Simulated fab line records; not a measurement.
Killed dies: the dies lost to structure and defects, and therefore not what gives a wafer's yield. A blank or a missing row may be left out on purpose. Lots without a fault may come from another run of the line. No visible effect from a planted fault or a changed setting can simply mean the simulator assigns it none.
Which tool is to blame? | flow nand-harc | 6 lots with 18 wafers sampled at 5 steps, on a route of 1302 steps

WHAT EACH GAUGE READ, for each wafer
NHARC_END_SORT_01.
lot  | measured     | on        | killed-at-array
L619 | day 26 01:07 | prober-02 | 49 46 59
L629 | day 30 02:23 | prober-02 | 55 48 48

EACH LOT AND THE TOOL THAT RAN IT (in order: tool; ch and the chambers of the sampled wafers; start)
lot  | NHARC_A_STAIRCASE_STRIP_205          | NHARC_A_STAIRCASE_TRIM_224                    | NHARC_A_STAIRCASE_ETCH_232         | NHARC_A_STAIRCASE_ETCH_234
L619 | plasma-asher-02 ch 0,1, day 17 19:47 | rie-diel-04 ch 1,2, day 17 23:02 or earlier   | rie-diel-04 ch 1,2,3, day 17 23:02 | rie-diel-04 ch 1,2, day 26 01:07 or earlier
L622 | plasma-asher-01 ch 0,1, day 18 14:31 | rie-diel-03 ch 0,1, day 18 17:38 or earlier   | rie-diel-11 ch 1,2, day 18 17:38   | rie-diel-11 ch 0,2, no start
L624 | plasma-asher-02 ch 1, day 19 12:06   | rie-diel-03 ch 1,3, day 19 15:29 or earlier   | rie-diel-03 ch 1,3, day 19 15:29   | rie-diel-03 ch 0,1,2, no start
L629 | plasma-asher-02 ch 0,1, day 21 05:22 | rie-diel-04 ch 0,1,2, day 21 08:26 or earlier | rie-diel-04 ch 0,2,3, day 21 08:26 | rie-diel-04 ch 0,1,3, day 30 02:23 or earlier
L637 | plasma-asher-01 ch 0,1, day 24 16:25 | rie-diel-03 ch 0,2,3, day 24 19:28 or earlier | rie-diel-03 ch 1,2,3, day 24 19:28 | rie-diel-03 ch 0,2,3, no start
L639 | plasma-asher-02 ch 0,1, day 25 12:53 | rie-diel-04 ch 0,1, day 25 16:04 or earlier   | rie-diel-11 ch 0,3, day 25 16:04   | rie-diel-11 ch 0,1, no start
- NHARC_A_STAIRCASE_STRIP_205: strips in O2.
- NHARC_A_STAIRCASE_TRIM_224: chemistry O2, time 211.2 s.
- NHARC_A_STAIRCASE_ETCH_232: etches the open film in C4F8/O2, target depth 100 nm, time 40.5 s.
- NHARC_A_STAIRCASE_ETCH_234: etches the open film in C4F8/O2, target depth 100 nm, time 40.5 s.

THE ANSWER, worked out from the rows above alone
Rule: the lots themselves supply what counts as usual. The widest of any qualifying gaps counts: lots, ordered by their means at a reading, are off when they make up no more than a third of the lots, leave a main group of 4 or more, and stand apart from it by 3 or more times the standard deviation of that group's means. A main group is skipped when, at the precision printed for the reading in the tables above, its means are all equal. Also off: a lot with no number at a reading for which 4 or more lots have one. The other lots that the step has rows for count as sound.
No lot is off on any of the readings shown, so nothing can be concluded from this.

WHAT HAD BEEN PUT IN BY THE SIMULATOR
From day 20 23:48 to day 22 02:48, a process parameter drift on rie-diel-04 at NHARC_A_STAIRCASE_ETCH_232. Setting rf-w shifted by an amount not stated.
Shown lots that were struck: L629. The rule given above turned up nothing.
